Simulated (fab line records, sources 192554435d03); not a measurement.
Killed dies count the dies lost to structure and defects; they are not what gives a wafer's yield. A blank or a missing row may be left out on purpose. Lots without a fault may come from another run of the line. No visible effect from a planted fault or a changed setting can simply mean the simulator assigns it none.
What tool caused it? ; flow n5-finfet ; Sampling: 8 lots, 24 wafers, 6 of 1938 route steps

WHAT THE GAUGES READ, wafer by wafer
N5_BEOL_M4_OVL_MEAS_12. Usual: M4_OVL -0.4 nm, standard deviation 0.73.
lot;measured;on;M4_OVL (nm);flag
L637;day 8 05:46;overlay-01;-0.7 -0.6 -0.9;
L639;day 8 06:17;overlay-01;-0.8 -0.8 -0.4;
L648;day 10 18:23;overlay-01;-0.8 -1.0 -0.5;
L651;day 11 08:31;overlay-01;0.3 0.2 1.5;
L654;day 12 11:28;overlay-01;-0.9 -1.6 -1.1;
L656;day 13 06:05;overlay-01;-0.9 -1.1 -1.0;
L657;day 13 06:26;overlay-01;-0.8 -0.8 -1.1;
L659;day 13 12:38;overlay-02;-1.6 -0.5 -0.5;

N5_BEOL_M4_INSPECT_30: inspects for defects (brightfield). Usual: 405 for raw-defect-count, sd 91.
lot;measured;on;raw-defect-count;flag
L637;day 8 06:44;defect-inspect-02;378 435 583;
L639;day 8 07:36;defect-inspect-02;439 328 321;
L648;day 10 19:28;defect-inspect-01;325 619 792;
L651;day 11 09:34;defect-inspect-01;400 300 261;
L654;day 12 12:32;defect-inspect-01;342 389 485;
L656;day 13 07:01;defect-inspect-02;368 381 356;
L657;day 13 07:34;defect-inspect-01;300 383 280;
L659;day 13 14:47;defect-inspect-02;472 658 668;

N5_BEOL_M4_RC_MEAS_101. Usual: DIBL_N 35.9 mV/V, standard deviation 1.3; DIBL_P 35.9 mV/V, standard deviation 1.5; IOFF_N 0.152 nA/um, standard deviation 0.023; IOFF_P 0.204 nA/um, standard deviation 0.027; ION_N 673 uA/um, standard deviation 9.2; ION_P 462 uA/um, standard deviation 6.7; SS_N 71.4 mV/dec, standard deviation 0.48; SS_P 73.2 mV/dec, standard deviation 0.55; VT_N 250.3 mV, standard deviation 2.6; VT_P -250.6 mV, standard deviation 3.
lot;measured;on;DIBL_N (mV/V);DIBL_P (mV/V);IOFF_N (nA/um);IOFF_P (nA/um);ION_N (uA/um);ION_P (uA/um);SS_N (mV/dec);SS_P (mV/dec);VT_N (mV);VT_P (mV);flag
L637;day 8 12:53;prober-02;35.2 37.0 37.2;35.1 38.1 37.3;0.120 0.155 0.149;0.163 0.207 0.193;662 671 659;455 468 450;70.9 71.2 71.6;72.3 72.6 73.2;255.4 251.9 250.1;-253.8 -251.8 -251.3;
L639;day 8 20:23;prober-02;33.8 33.5 33.9;34.7 34.5 35.1;0.143 0.133 0.139;0.199 0.186 0.199;667 672 663;461 464 464;71.0 71.5 70.9;72.4 72.5 72.8;250.9 250.1 250.9;-250.0 -250.8 -250.2;
L648;day 12 02:16;prober-01;35.2 32.5 35.8;36.2 33.7 36.4;0.158 0.120 0.160;0.216 0.180 0.222;679 670 671;469 462 462;71.9 70.6 71.1;72.9 72.4 73.5;250.1 252.9 251.2;-248.2 -250.1 -248.6;
L651;day 12 07:56;prober-01;33.9 34.1 33.2;35.3 36.2 34.6;0.152 0.156 0.136;0.208 0.231 0.201;688 682 681;474 474 471;71.3 71.0 70.4;72.8 73.3 72.7;248.7 250.0 250.0;-248.8 -245.6 -249.4;
L654;day 13 14:47;prober-01;36.5 36.6 36.1;36.9 37.0 36.0;0.146 0.141 0.139;0.178 0.178 0.168;671 660 674;459 451 457;70.9 70.4 71.4;73.0 72.9 73.4;250.3 250.9 249.9;-251.8 -254.6 -253.8;
L656;day 13 17:34;prober-01;36.5 35.8 36.4;36.4 35.8 36.3;0.174 0.162 0.172;0.228 0.218 0.228;688 681 677;471 469 468;71.9 72.0 71.1;72.9 72.9 72.5;246.3 248.6 245.5;-248.1 -249.2 -247.2;
L657;day 13 17:28;prober-02;36.1 36.2 35.4;36.0 36.6 35.8;0.162 0.164 0.149;0.183 0.187 0.176;675 668 669;454 455 452;71.9 72.0 71.4;73.0 73.8 73.1;250.0 248.5 250.2;-253.1 -255.2 -256.0;
L659;day 14 19:56;prober-01;41.0 37.6 38.4;40.4 35.8 36.5;0.248 0.157 0.177;0.306 0.216 0.238;686 667 669;469 459 455;72.2 72.2 71.4;74.8 73.7 74.4;245.1 251.9 249.1;-245.4 -252.3 -249.1;

TOOL THAT RAN EACH LOT (tool first, then ch and the chambers of the sampled wafers, then the start)
lot;N5_BEOL_M4_PECVD_72;N5_BEOL_M4_ETCH_63;N5_BEOL_M4_ETCH_41
L637;pecvd-01 ch 0,1,2, day 8 01:37;rie-diel-04 ch 1,2,3, day 8 05:55;rie-diel-04 ch 0,1,3, day 8 12:53 or earlier
L639;pecvd-04 ch 1,2, day 8 04:18;rie-diel-05 ch 1,2, day 8 06:36;rie-diel-05 ch 1,2,3, day 8 20:23 or earlier
L648;pecvd-02 ch 0,1,2, day 10 17:04;rie-diel-05 ch 0,2, day 10 18:32;rie-diel-02 ch 0,1,2, day 12 02:16 or earlier
L651;pecvd-02 ch 0,1,2, day 11 06:02;rie-diel-04 ch 1,2,3, day 11 08:40;rie-diel-05 ch 1,3, day 12 07:56 or earlier
L654;pecvd-01 ch 0,1,2, day 12 10:44;rie-diel-02 ch 1,2, day 12 11:37;rie-diel-02 ch 0,1,2, day 13 14:47 or earlier
L656;pecvd-04 ch 0,1,2, day 13 05:21;rie-diel-02 ch 0,2,3, day 13 06:13;rie-diel-05 ch 0,2,3, day 13 17:34 or earlier
L657;pecvd-04 ch 1,2, day 13 05:35;rie-diel-02 ch 0,2,3, day 13 06:34;rie-diel-02 ch 0,2,3, day 13 17:28 or earlier
L659;pecvd-01 ch 0,1,2, day 13 09:52;rie-diel-05 ch 0,1,3, day 13 13:50;rie-diel-02 ch 0,1,2, day 14 19:56 or earlier
- N5_BEOL_M4_PECVD_72: deposits SiO2 from TEOS/O2, target thk 16 nm, time 18 s.
- N5_BEOL_M4_ETCH_63: etches SiARC in CF4, target depth 15.6 nm, time 26 s.
- N5_BEOL_M4_ETCH_41: etches SiCN in CH3F/O2, target depth 29.9 nm, time 52.5 s.

AS READ BY THE TOOLS THEMSELVES (means over the sampled wafers that have a number; for cases with no such wafer, the mark the record gives instead)
N5_BEOL_M4_PECVD_72. Usual: heater-power-w 654 W, standard deviation 86; showerhead-plenum-p-Torr 8.79 Torr, standard deviation 0.065; susceptor-temp-C 400.03 C, standard deviation 0.21; throttle-valve-pct 22.8 %, standard deviation 1.4.
lot;tool;heater-power-w (W);showerhead-plenum-p-Torr (Torr);susceptor-temp-C (C);throttle-valve-pct (%);flag
L637;pecvd-01;573;8.78;400.07;22.9;
L639;pecvd-04;593;8.82;399.70;22.3;
L648;pecvd-02;671;8.79;399.99;22.6;
L651;pecvd-02;678;8.78;399.94;22.5;
L654;pecvd-01;585;8.78;400.04;23.0;
L656;pecvd-04;692;8.83;399.86;22.5;
L657;pecvd-04;648;8.82;400.01;22.7;
L659;pecvd-01;551;8.79;400.03;23.1;

N5_BEOL_M4_ETCH_63. Usual: for drypump-motor-current-A, 5.8 A with a standard deviation of 0.37; for etch-rf-on-time-s, 25.9 s with a standard deviation of 0.33; for mfc-ar-sccm, 99.98 sccm with a standard deviation of 0.27; for oes-product-au, 0.68 a.u. with a standard deviation of 0.069; for rf-vpp-V, 184.4 V with a standard deviation of 1.3; for showerhead-plenum-p-Torr, 2.17 Torr with a standard deviation of 0.096; for throttle-valve-pct, 15.55 % with a standard deviation of 0.17.
lot;tool;drypump-motor-current-A (A);etch-rf-on-time-s (s);mfc-ar-sccm (sccm);oes-product-au (a.u.);rf-vpp-V (V);showerhead-plenum-p-Torr (Torr);throttle-valve-pct (%);flag
L637;rie-diel-04;6.1;25.7;99.92;0.66;183.7;2.09;15.59;
L639;rie-diel-05;5.5;25.9;100.27;0.70;183.2;2.09;15.66;
L648;rie-diel-05;5.6;26.0;99.88;0.67;185.6;2.23;15.48;
L651;rie-diel-04;6.1;25.8;99.67;0.64;183.2;2.08;15.66;
L654;rie-diel-02;5.8;26.1;100.04;0.71;184.7;2.20;15.54;
L656;rie-diel-02;5.9;26.0;100.25;0.69;183.9;2.18;15.42;
L657;rie-diel-02;5.9;25.8;100.00;0.69;184.8;2.18;15.42;
L659;rie-diel-05;5.7;25.8;99.79;0.68;183.7;2.12;15.59;

N5_BEOL_M4_ETCH_41. Usual: drypump-motor-current-A 5.9 A, standard deviation 0.37; mfc-ar-sccm 150.0 sccm, standard deviation 0.46; oes-product-au 0.79 a.u., standard deviation 0.079; rf-vpp-V 297.8 V, standard deviation 2.1; showerhead-plenum-p-Torr 2.03 Torr, standard deviation 0.093; throttle-valve-pct 16.25 %, standard deviation 0.16.
lot;tool;drypump-motor-current-A (A);mfc-ar-sccm (sccm);oes-product-au (a.u.);rf-vpp-V (V);showerhead-plenum-p-Torr (Torr);throttle-valve-pct (%);flag
L637;rie-diel-04;6.2;150.1;0.79;297.1;2.00;16.16;
L639;rie-diel-05;5.8;150.1;0.79;297.4;2.02;16.40;
L648;rie-diel-02;5.7;150.4;0.85;298.2;2.05;16.14;
L651;rie-diel-05;5.7;150.2;0.80;295.8;1.91;16.39;
L654;rie-diel-02;5.7;150.2;0.82;297.8;2.05;16.17;
L656;rie-diel-05;5.9;150.8;0.83;298.5;2.08;16.20;
L657;rie-diel-02;5.9;149.8;0.80;298.7;2.03;16.12;
L659;rie-diel-02;5.7;150.0;0.81;298.1;2.05;16.19;

THE ANSWER, worked out from the rows above alone
Rule: take the mean of a lot's wafers that have a number; if it is more than 3 standard deviations from the usual mean, the lot is off. Also off: a lot with no number at a reading for which 4 or more lots have one. All remaining lots with rows at the step are treated as sound. First the gauges in route order, then the tools' own readings, where a lot's mean is used as printed above. At the first step where some lot is off, the reading lying furthest off is the one used; lots without a number count as furthest.
No lot is off at any reading shown: from this, nothing can be told.

WHAT THE SIMULATOR PUT IN
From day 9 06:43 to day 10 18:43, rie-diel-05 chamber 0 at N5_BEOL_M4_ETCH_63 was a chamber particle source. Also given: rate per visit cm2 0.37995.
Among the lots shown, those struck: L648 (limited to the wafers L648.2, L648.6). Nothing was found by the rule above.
